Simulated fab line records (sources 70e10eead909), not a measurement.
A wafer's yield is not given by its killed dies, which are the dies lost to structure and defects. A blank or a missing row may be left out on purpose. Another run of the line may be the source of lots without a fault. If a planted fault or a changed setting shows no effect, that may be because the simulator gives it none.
Which tool did it? -- flow nand-harc -- Sampling: 7 lots, 20 wafers, 4 of 1302 route steps

## WHAT EACH GAUGE READ, for each wafer
NHARC_A_ONON_D2_THK_MEAS_05: measures by ellipsometry.
lot,measured,on,thk-nm (nm)
L890,day 13 05:40,film-metro-02,992 992 993
L892,day 13 20:46,film-metro-01,997 996 998
L894,day 14 17:50,film-metro-02,1025 1026 1027
L896,day 15 13:02,film-metro-02,1003 1001 1004
L901,day 17 20:09,film-metro-01,1861 1864
L908,day 21 01:13,film-metro-01,1004 1005 1006
L911,day 22 14:07,film-metro-02,984 986 983

## EACH LOT AND THE TOOL THAT RAN IT (in order: tool; ch and the chambers of the sampled wafers; start)
lot,NHARC_A_DECK1_JOINT_CMP_13,NHARC_A_DECK1_JOINT_CMP_02,NHARC_A_ONON_D2_DEP_03
L890,"cmp-02 ch 0,2,3, day 12 05:46","cmp-02 ch 0,2,3, day 13 03:49","pecvd-onon-03 ch 0, day 13 05:13"
L892,"cmp-02 ch 0,2,3, day 12 20:35","cmp-02 ch 1,2,3, day 13 18:55","pecvd-onon-02 ch 0, day 13 20:15"
L894,"cmp-04 ch 0,1, day 13 16:42","cmp-02 ch 0,1,2, day 14 16:02","pecvd-onon-01 ch 0, day 14 17:23"
L896,"cmp-02 ch 2,3, day 14 13:40","cmp-02 ch 0,3, day 15 11:10","pecvd-onon-03 ch 0, day 15 12:31"
L901,"cmp-01 ch 1, day 16 18:55","cmp-02 ch 0, day 17 18:20","pecvd-onon-02 ch 0, day 17 19:49"
L908,"cmp-01 ch 0,1,3, day 19 23:25","cmp-02 ch 0,1,3, day 20 23:20","pecvd-onon-03 ch 0, day 21 00:42"
L911,"cmp-02 ch 0,1, day 21 03:08","cmp-02 ch 1,2, day 22 12:17","pecvd-onon-02 ch 0, day 22 13:37"
- NHARC_A_DECK1_JOINT_CMP_13: polishes, target thk 51.023 nm.
- NHARC_A_DECK1_JOINT_CMP_02: polishes SiOx.
- NHARC_A_ONON_D2_DEP_03: target thk 1000 nm.

## THE ANSWER, worked out from the rows above alone
Rule: the usual values come from the lots themselves. Put in order of their means at a reading, lots are off if they are a third of the lots or fewer, leave a main group of 4 or more, and stand apart from it by a gap of 3 or more times the standard deviation of the main group's means; of several such gaps the widest counts. The tables above print the reading to a certain number of digits; a main group whose means all agree to those digits is not used. Also off: a lot with no number at a reading for which 4 or more lots have one. The other lots that the step has rows for count as sound.
Off: L901, at NHARC_A_ONON_D2_THK_MEAS_05 (thk-nm). Mean 1001 nm and standard deviation 13 in the main group.
If a tool, at a process step before that reading, ran all the lots that are off and no sound lot after the first of them, it fits. Those tools and the gauges at NHARC_A_ONON_D2_THK_MEAS_05 are tried in the same way. No candidate that was tried fits.

## WHAT HAD BEEN PUT IN BY THE SIMULATOR
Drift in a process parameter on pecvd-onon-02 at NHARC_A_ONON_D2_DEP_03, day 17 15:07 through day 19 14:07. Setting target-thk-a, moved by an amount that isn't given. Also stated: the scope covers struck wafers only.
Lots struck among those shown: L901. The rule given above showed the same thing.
